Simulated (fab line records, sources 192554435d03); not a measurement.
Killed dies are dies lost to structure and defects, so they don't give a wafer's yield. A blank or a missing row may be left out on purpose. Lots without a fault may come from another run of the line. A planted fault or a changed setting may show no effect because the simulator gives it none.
Which tool did it? | flow n5_finfet | 24 lots, 72 wafers sampled, at 5 steps of a route of 1938

WHAT THE GAUGES READ, wafer by wafer
N5_BEOL_M13_CD_MEAS_10: target cd 190 nm. Usual: cd_nm 189.2 nm, standard deviation 1.4.
lot  | measured     | on        | cd_nm (nm)        | flag
L074 | day 11 12:05 | cd_sem-02 | 188.3 190.0 189.7 |
L076 | day 12 00:06 | cd_sem-01 | 189.7 189.9 190.2 |
L075 | day 12 00:35 | cd_sem-01 | 187.9 189.6 190.6 |
L077 | day 12 01:30 | cd_sem-02 | 190.0 189.0 189.3 |
L080 | day 12 07:32 | cd_sem-01 | 190.0 186.8 190.6 |
L078 | day 12 08:15 | cd_sem-03 | 188.3 186.7 186.6 |
L079 | day 12 08:43 | cd_sem-02 | 188.0 189.8 188.3 |
L081 | day 13 14:56 | cd_sem-02 | 190.3 190.5 190.7 |
L084 | day 13 16:17 | cd_sem-03 | 189.0 191.0 188.2 |
L082 | day 13 21:19 | cd_sem-02 | 192.2 190.7 190.2 |
L083 | day 14 00:08 | cd_sem-02 | 190.8 190.0 191.0 |
L086 | day 15 01:05 | cd_sem-01 | 187.6 189.1 187.8 |
L087 | day 15 03:34 | cd_sem-02 | 187.8 188.1 188.2 |
L088 | day 15 03:49 | cd_sem-01 | 190.1 187.7 188.9 |
L085 | day 15 06:41 | cd_sem-02 | 188.6 189.5 188.4 |
L090 | day 15 08:08 | cd_sem-03 | 189.2 186.1 191.2 |
L089 | day 15 15:22 | cd_sem-03 | 187.4 188.5 189.7 |
L092 | day 15 17:57 | cd_sem-01 | 187.4 188.7 188.5 |
L091 | day 16 02:02 | cd_sem-03 | 188.3 190.7 190.9 |
L094 | day 16 14:57 | cd_sem-01 | 187.5 187.4 188.0 |
L095 | day 16 16:29 | cd_sem-02 | 190.3 189.5 189.4 |
L093 | day 16 20:56 | cd_sem-01 | 188.2 185.4 190.3 |
L096 | day 17 06:50 | cd_sem-03 | 188.9 187.3 189.4 |
L097 | day 18 00:08 | cd_sem-03 | 188.8 190.6 189.5 |

N5_BEOL_M14_OVL_MEAS_29. Usual: M14_OVL -1 nm, standard deviation 4.8.
lot  | measured     | on         | M14_OVL (nm) | flag
L074 | day 11 19:01 | overlay-01 | 4 4 2        |
L076 | day 12 15:26 | overlay-01 | 0 -9 -5      |
L075 | day 12 15:58 | overlay-02 | 0 -4 -3      |
L077 | day 12 18:22 | overlay-02 | -5 -8 -8     |
L080 | day 12 20:35 | overlay-02 | 0 -4 0       |
L078 | day 12 21:23 | overlay-01 | 3 4 0        |
L079 | day 12 21:52 | overlay-01 | 3 -6 0       |
L081 | day 14 01:31 | overlay-02 | -10 -8 -8    |
L084 | day 14 04:01 | overlay-02 | -2 1 0       |
L082 | day 14 04:41 | overlay-02 | -1 3 -5      |
L083 | day 14 06:58 | overlay-01 | 3 -1 -7      |
L086 | day 15 08:10 | overlay-02 | -1 2 -4      |
L087 | day 15 10:11 | overlay-02 | 1 -5 -4      |
L088 | day 15 10:28 | overlay-01 | 1 2 -4       |
L085 | day 15 16:24 | overlay-02 | -3 -13 -2    |
L090 | day 15 15:46 | overlay-01 | 1 -4 3       |
L089 | day 15 23:34 | overlay-02 | -5 -7 0      |
L092 | day 16 01:33 | overlay-01 | 1 2 1        |
L091 | day 16 12:52 | overlay-01 | 13 9 8       |
L094 | day 17 00:20 | overlay-01 | -2 3 1       |
L095 | day 17 03:31 | overlay-02 | -4 -3 -3     |
L093 | day 17 04:47 | overlay-02 | 0 8 0        |
L096 | day 17 12:13 | overlay-02 | 10 -6 -2     |
L097 | day 18 05:40 | overlay-01 | 1 0 3        |

WHICH TOOL RAN EACH LOT (tool, then ch and the chambers of the sampled wafers, then the start)
lot  | N5_BEOL_M13_ETCH_67                | N5_BEOL_M13_SPUTTER_43       | N5_BEOL_M13_CMP_49
L074 | rie_diel-03 ch 1,2, day 11 13:17   | pvd_sputter-02, day 11 16:03 | cmp-04 ch 0,1,3, day 11 17:13
L076 | rie_diel-03 ch 2,3, day 12 01:11   | pvd_sputter-02, day 12 11:13 | cmp-04 ch 2,3, day 12 11:57
L075 | rie_diel-03 ch 0,2, day 12 01:44   | pvd_sputter-01, day 12 12:33 | cmp-04 ch 0,1,3, day 12 13:19
L077 | rie_diel-04 ch 2,3, day 12 02:34   | pvd_sputter-01, day 12 13:21 | cmp-01 ch 1,2,3, day 12 15:50
L080 | rie_diel-02 ch 0,1,2, day 12 08:44 | pvd_sputter-01, day 12 13:50 | cmp-01 ch 0,1,2, day 12 17:28
L078 | rie_diel-02 ch 0,1,2, day 12 09:19 | pvd_sputter-03, day 12 14:30 | cmp-04 ch 0,2,3, day 12 18:01
L079 | rie_diel-04 ch 2,3, day 12 10:39   | pvd_sputter-02, day 12 15:52 | cmp-04 ch 1,3, day 12 18:46
L081 | rie_diel-03 ch 0,2,3, day 13 16:08 | pvd_sputter-03, day 13 22:47 | cmp-01 ch 0,1, day 13 23:31
L084 | rie_diel-04 ch 1,2,3, day 13 17:28 | pvd_sputter-01, day 13 23:17 | cmp-01 ch 0,1,2, day 14 02:08
L082 | rie_diel-04 ch 2,3, day 13 22:51   | pvd_sputter-01, day 14 00:55 | cmp-03 ch 2,3, day 14 02:50
L083 | rie_diel-04 ch 0,3, day 14 01:22   | pvd_sputter-01, day 14 02:20 | cmp-01 ch 0,1,3, day 14 04:37
L086 | rie_diel-02 ch 0,2, day 15 02:20   | pvd_sputter-01, day 15 05:34 | cmp-01 ch 1,2, day 15 06:18
L087 | rie_diel-02 ch 0,3, day 15 04:41   | pvd_sputter-02, day 15 07:22 | cmp-04 ch 2,3, day 15 08:09
L088 | rie_diel-02 ch 0,2, day 15 05:13   | pvd_sputter-02, day 15 07:43 | cmp-03 ch 1,2, day 15 08:28
L085 | rie_diel-04 ch 0,1, day 15 07:45   | pvd_sputter-02, day 15 13:35 | cmp-03 ch 1,2,3, day 15 14:20
L090 | rie_diel-03 ch 0,1,3, day 15 09:13 | pvd_sputter-01, day 15 13:02 | cmp-04 ch 0,1,3, day 15 13:49
L089 | rie_diel-04 ch 0,1,2, day 15 16:58 | pvd_sputter-02, day 15 19:40 | cmp-03 ch 0,1,2, day 15 21:35
L092 | rie_diel-04 ch 2,3, day 15 19:08   | pvd_sputter-01, day 15 20:39 | cmp-03 ch 0,2, day 15 23:38
L091 | rie_diel-04 ch 0,2,3, day 16 03:28 | pvd_sputter-03, day 16 07:45 | cmp-04 ch 0,1,2, day 16 10:50
L094 | rie_diel-04 ch 0,1,3, day 16 16:13 | pvd_sputter-02, day 16 18:09 | cmp-01 ch 1,3, day 16 22:23
L095 | rie_diel-04 ch 1,2, day 16 18:02   | pvd_sputter-01, day 16 20:43 | cmp-01 ch 0,1,3, day 17 01:11
L093 | rie_diel-02 ch 1,2,3, day 16 22:08 | pvd_sputter-01, day 17 00:07 | cmp-01 ch 0,1,3, day 17 02:20
L096 | rie_diel-02 ch 1,2,3, day 17 08:09 | pvd_sputter-03, day 17 09:20 | cmp-03 ch 0,1,2, day 17 10:05
L097 | rie_diel-02 ch 1,2,3, day 18 01:19 | pvd_sputter-02, day 18 02:19 | cmp-03 ch 2,3, day 18 03:35
- N5_BEOL_M13_ETCH_67: etches SiARC in CF4, target depth 143 nm, time 238.3 s.
- N5_BEOL_M13_SPUTTER_43: material TaN, target thk 15 nm, time 24.19 s.
- N5_BEOL_M13_CMP_49: polishes, stops on SiOC, t overpolish 17.1 s, target thk 420 nm.

WHAT THE TOOLS THEMSELVES READ (means of the sampled wafers that have a number; where no wafer has one, the mark that the record gives instead)
N5_BEOL_M13_ETCH_67. Usual: drypump_motor_current_A 5.7 A, standard deviation 0.6; etch_rf_on_time_s 240 s, standard deviation 4.2; oes_product_au 0.67 a.u., standard deviation 0.077; rf_vpp_V 183.7 V, standard deviation 1.1; showerhead_plenum_p_Torr 2.11 Torr, standard deviation 0.068; throttle_valve_pct 15.51 %, standard deviation 0.25.
lot  | tool        | drypump_motor_current_A (A) | etch_rf_on_time_s (s) | oes_product_au (a.u.) | rf_vpp_V (V) | showerhead_plenum_p_Torr (Torr) | throttle_valve_pct (%) | flag
L074 | rie_diel-03 | 5.8                         | 240                   | 0.60                  | 184.3        | 2.14                            | 15.74                  |
L076 | rie_diel-03 | 5.7                         | 242                   | 0.63                  | 183.5        | 2.14                            | 15.57                  |
L075 | rie_diel-03 | 5.3                         | 238                   | 0.75                  | 183.2        | 2.12                            | 15.66                  |
L077 | rie_diel-04 | 5.5                         | 240                   | 0.62                  | 184.4        | 2.13                            | 15.42                  |
L080 | rie_diel-02 | 5.7                         | 240                   | 0.64                  | 184.7        | 2.20                            | 15.89                  |
L078 | rie_diel-02 | 5.6                         | 240                   | 0.64                  | 184.7        | 2.20                            | 15.89                  |
L079 | rie_diel-04 | 5.5                         | 241                   | 0.61                  | 183.9        | 2.13                            | 15.42                  |
L081 | rie_diel-03 | 5.5                         | 240                   | 0.68                  | 184.0        | 2.13                            | 15.63                  |
L084 | rie_diel-04 | 5.6                         | 240                   | 0.63                  | 184.4        | 2.10                            | 15.44                  |
L082 | rie_diel-04 | 5.8                         | 242                   | 0.60                  | 184.8        | 2.12                            | 15.58                  |
L083 | rie_diel-04 | 6.0                         | 238                   | 0.61                  | 182.6        | 2.02                            | 15.68                  |
L086 | rie_diel-02 | 5.3                         | 239                   | 0.77                  | 184.1        | 2.20                            | 15.73                  |
L087 | rie_diel-02 | 6.3                         | 238                   | 0.72                  | 183.9        | 2.12                            | 15.46                  |
L088 | rie_diel-02 | 5.3                         | 235                   | 0.77                  | 185.0        | 2.20                            | 15.74                  |
L085 | rie_diel-04 | 5.5                         | 240                   | 0.64                  | 182.6        | 2.03                            | 15.42                  |
L090 | rie_diel-03 | 5.7                         | 236                   | 0.73                  | 182.9        | 2.15                            | 15.36                  |
L089 | rie_diel-04 | 5.4                         | 238                   | 0.62                  | 182.6        | 2.04                            | 15.45                  |
L092 | rie_diel-04 | 5.9                         | 244                   | 0.76                  | 183.2        | 2.11                            | 15.28                  |
L091 | rie_diel-04 | 5.8                         | 243                   | 0.67                  | 183.0        | 2.06                            | 15.44                  |
L094 | rie_diel-04 | 5.8                         | 245                   | 0.68                  | 183.4        | 2.04                            | 15.43                  |
L095 | rie_diel-04 | 5.2                         | 245                   | 0.63                  | 183.4        | 2.07                            | 15.34                  |
L093 | rie_diel-02 | 6.0                         | 238                   | 0.73                  | 183.8        | 2.15                            | 15.46                  |
L096 | rie_diel-02 | 5.9                         | 237                   | 0.72                  | 184.1        | 2.15                            | 15.46                  |
L097 | rie_diel-02 | 6.0                         | 235                   | 0.72                  | 183.5        | 2.15                            | 15.47                  |

N5_BEOL_M13_SPUTTER_43. Usual: throttle_valve_pct 29.7 %, standard deviation 0.82.
lot  | tool           | throttle_valve_pct (%) | flag
L074 | pvd_sputter-02 | 29.5                   |
L076 | pvd_sputter-02 | 29.9                   |
L075 | pvd_sputter-01 | 29.1                   |
L077 | pvd_sputter-01 | 29.8                   |
L080 | pvd_sputter-01 | 29.8                   |
L078 | pvd_sputter-03 | 30.8                   |
L079 | pvd_sputter-02 | 29.8                   |
L081 | pvd_sputter-03 | 31.0                   |
L084 | pvd_sputter-01 | 29.7                   |
L082 | pvd_sputter-01 | 29.4                   |
L083 | pvd_sputter-01 | 29.5                   |
L086 | pvd_sputter-01 | 28.8                   |
L087 | pvd_sputter-02 | 29.7                   |
L088 | pvd_sputter-02 | 29.5                   |
L085 | pvd_sputter-02 | 29.2                   |
L090 | pvd_sputter-01 | 28.9                   |
L089 | pvd_sputter-02 | 29.7                   |
L092 | pvd_sputter-01 | 29.2                   |
L091 | pvd_sputter-03 | 30.9                   |
L094 | pvd_sputter-02 | 29.1                   |
L095 | pvd_sputter-01 | 29.3                   |
L093 | pvd_sputter-01 | 29.8                   |
L096 | pvd_sputter-03 | 30.6                   |
L097 | pvd_sputter-02 | 29.1                   |

N5_BEOL_M13_CMP_49. Usual: barrier_field_endpoint_s 30.0 s, standard deviation 0.83; motor_current_A 6.3 A, standard deviation 0.56; overpolish_run_s 17.099 s, standard deviation 0.0093.
lot  | tool   | barrier_field_endpoint_s (s) | motor_current_A (A) | overpolish_run_s (s) | flag
L074 | cmp-04 | 29.7                         | 6.4                 | 17.103               |
L076 | cmp-04 | 30.3                         | 6.6                 | 17.098               |
L075 | cmp-04 | 30.3                         | 6.2                 | 17.102               |
L077 | cmp-01 | 29.3                         | 6.6                 | 17.100               |
L080 | cmp-01 | 30.9                         | 6.1                 | 17.104               |
L078 | cmp-04 | 30.7                         | 6.8                 | 17.099               |
L079 | cmp-04 | 28.9                         | 6.1                 | 17.092               |
L081 | cmp-01 | 30.0                         | 6.1                 | 17.108               |
L084 | cmp-01 | 29.4                         | 6.0                 | 17.094               |
L082 | cmp-03 | 31.1                         | 6.6                 | 17.103               |
L083 | cmp-01 | 30.6                         | 6.2                 | 17.101               |
L086 | cmp-01 | 29.6                         | 6.5                 | 17.088               |
L087 | cmp-04 | 30.2                         | 6.6                 | 17.104               |
L088 | cmp-03 | 30.9                         | 6.3                 | 17.101               |
L085 | cmp-03 | 30.8                         | 6.6                 | 17.102               |
L090 | cmp-04 | 30.0                         | 6.4                 | 17.093               |
L089 | cmp-03 | 30.2                         | 6.3                 | 17.094               |
L092 | cmp-03 | 29.4                         | 6.0                 | 17.101               |
L091 | cmp-04 | 29.6                         | 6.3                 | 17.095               |
L094 | cmp-01 | 29.7                         | 6.8                 | 17.100               |
L095 | cmp-01 | 29.6                         | 6.0                 | 17.097               |
L093 | cmp-01 | 29.1                         | 6.2                 | 17.103               |
L096 | cmp-03 | 30.7                         | 6.3                 | 17.102               |
L097 | cmp-03 | 30.9                         | 6.4                 | 17.104               |

THE ANSWER, worked out from the rows above alone
Rule: a lot is off if the mean of its wafers that have a number lies more than 3 standard deviations from the usual mean. A lot without any number at a reading at which 4 lots or more have one is off too. The other lots that the step has rows for count as sound. The gauges are gone through in route order, then the tools' own readings, and for those a lot's mean is taken as printed above. The first step at which some lot is off is used, and at that step the reading that is off furthest; a lot without a number counts as furthest.
No lot is off at any reading shown: from this, nothing can be told.

WHAT THE SIMULATOR HAD PUT IN
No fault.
